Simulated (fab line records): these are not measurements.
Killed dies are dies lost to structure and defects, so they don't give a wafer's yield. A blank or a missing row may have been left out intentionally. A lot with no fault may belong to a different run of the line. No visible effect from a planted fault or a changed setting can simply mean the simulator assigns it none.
Chamber matching -- flow n5-finfet -- 4 sister chambers for N5_BEOL_M6_ETCH_62 on rie-diel-04
The step etches SOC in N2/H2, target depth 110 nm, overetch 22 nm, time 165 s. 7 wafers are shown with their chamber, then 7 later ones without.

== WAFERS PAIRED WITH THEIR CHAMBERS ==
wafer,chamber,showerhead-plenum-p-Torr (Torr),throttle-valve-pct (%)
L080.3,1,2.71,17.63
L081.2,1,2.70,17.66
L081.6,3,2.60,18.09
L083.5,3,2.60,18.08
L083.6,2,2.44,17.80
L092.2,2,2.43,17.84
L092.3,0,2.49,17.96

== WAFERS MISSING THEIR CHAMBER ==
wafer,showerhead-plenum-p-Torr (Torr),throttle-valve-pct (%)
L092.5,2.49,17.96
L095.3,2.49,17.97
L095.4,2.48,17.97
L095.5,2.42,17.86
L096.3,2.69,17.70
L096.5,2.42,17.84
L096.6,2.49,17.97

== EACH ONE'S CHAMBER ==
wafer,from the rows above,in truth
L092.5,0,0
L095.3,0,0
L095.4,0,0
L095.5,2,2
L096.3,1,1
L096.5,2,2
L096.6,0,0
Correctly placed: 7 of 7. Not placeable from these rows: 0. 0 placed wrongly.
How it was worked out, from the rows above alone: a wafer's distance from a chamber is the root of the sum, over the readings, of the square of ((its reading less the chamber's mean) divided by the reading's scatter). The wafer belongs to the nearest chamber; if the next one is less than 2 further off, it can't be placed. Each chamber's mean is taken over the wafers shown for it. The scatter: the root of (the sum of the squares of (reading less its chamber's mean) over the shown wafers, divided by (wafers less chambers)).
